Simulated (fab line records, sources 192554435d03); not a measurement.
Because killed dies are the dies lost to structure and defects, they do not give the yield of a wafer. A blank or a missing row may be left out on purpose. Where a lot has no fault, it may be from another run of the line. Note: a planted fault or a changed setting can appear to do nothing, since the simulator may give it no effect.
Matching of chambers | flow n5_finfet | rie_diel-03 running N5_HKMG_FIN_STRIP_89: 4 sister chambers
The step strips SOC in N2/H2, time 20 s. 22 wafers are shown with their chamber, then 11 later ones without.

## WAFERS PAIRED WITH THEIR CHAMBERS
wafer  | chamber | showerhead_plenum_p_Torr (Torr) | drypump_motor_current_A (A) | throttle_valve_pct (%)
L075.1 | 2       | 3.21                            | 5.8                         | 19.2
L075.3 | 1       | 3.26                            | 4.8                         | 18.4
L075.5 | 2       | 3.21                            | 5.8                         | 19.2
L078.1 | 2       | 3.21                            | 5.7                         | 19.2
L078.2 | 1       | 3.26                            | 4.9                         | 18.4
L078.4 | 3       | 3.42                            | 5.8                         | 19.3
L080.2 | 2       | 3.20                            | 5.8                         | 19.2
L080.3 | 3       | 3.42                            | 5.8                         | 19.3
L080.4 | 1       | 3.26                            | 4.9                         | 18.4
L081.2 | 2       | 3.20                            | 5.8                         | 19.2
L081.4 | 2       | 3.20                            | 5.8                         | 19.2
L081.5 | 0       | 3.47                            | 6.3                         | 19.3
L083.1 | 0       | 3.47                            | 6.3                         | 19.3
L083.2 | 1       | 3.25                            | 4.9                         | 18.4
L083.3 | 2       | 3.20                            | 5.8                         | 19.2
L084.2 | 1       | 3.25                            | 4.8                         | 18.4
L084.5 | 3       | 3.42                            | 5.8                         | 18.9
L084.6 | 0       | 3.47                            | 6.3                         | 19.4
L088.1 | 2       | 3.19                            | 5.7                         | 19.2
L088.2 | 3       | 3.42                            | 5.8                         | 18.9
L088.4 | 0       | 3.46                            | 6.3                         | 19.4
L093.4 | 2       | 3.19                            | 5.8                         | 19.2

SIGNATURES, as means of the wafers listed above
reading                  | chamber 0 | chamber 1 | chamber 2 | chamber 3 | scatter within a chamber
showerhead_plenum_p_Torr | 3.4675    | 3.2560    | 3.2011    | 3.4200    | 0.00616
drypump_motor_current_A  | 6.300     | 4.860     | 5.778     | 5.800     | 0.0391
throttle_valve_pct       | 19.350    | 18.400    | 19.200    | 19.100    | 0.0972
Rule: distance of a wafer from a chamber = root of the sum over the readings of ((wafer's reading minus chamber's mean) / reading's scatter) squared. The wafer belongs to the nearest chamber; if the next one is less than 2 further off, it can't be placed. How the scatter is found: for the shown wafers, subtract from each reading the mean of its chamber, square and add these, divide the total by (wafers less chambers), then take the root.

## WAFERS WITHOUT THEIR CHAMBER
wafer  | showerhead_plenum_p_Torr (Torr) | drypump_motor_current_A (A) | throttle_valve_pct (%)
L093.5 | 3.24                            | 4.9                         | 18.5
L093.6 | 3.41                            | 5.8                         | 18.9
L094.2 | 3.19                            | 5.8                         | 19.2
L094.3 | 3.41                            | 5.8                         | 18.9
L094.4 | 3.46                            | 6.3                         | 19.4
L095.1 | 3.41                            | 5.8                         | 18.9
L095.4 | 3.24                            | 4.9                         | 18.5
L095.5 | 3.19                            | 5.8                         | 19.2
L097.1 | 3.41                            | 5.8                         | 18.9
L097.3 | 3.19                            | 5.8                         | 19.2
L097.5 | 3.46                            | 6.3                         | 19.4

## EACH ONE'S CHAMBER
wafer  | from the rows above | in truth
L093.5 | 1                   | 1
L093.6 | 3                   | 3
L094.2 | 2                   | 2
L094.3 | 3                   | 3
L094.4 | 0                   | 0
L095.1 | 3                   | 3
L095.4 | 1                   | 1
L095.5 | 2                   | 2
L097.1 | 3                   | 3
L097.3 | 2                   | 2
L097.5 | 0                   | 0
Correct placement for 11 of the 11. Number that these rows cannot place: 0. 0 placed wrongly.
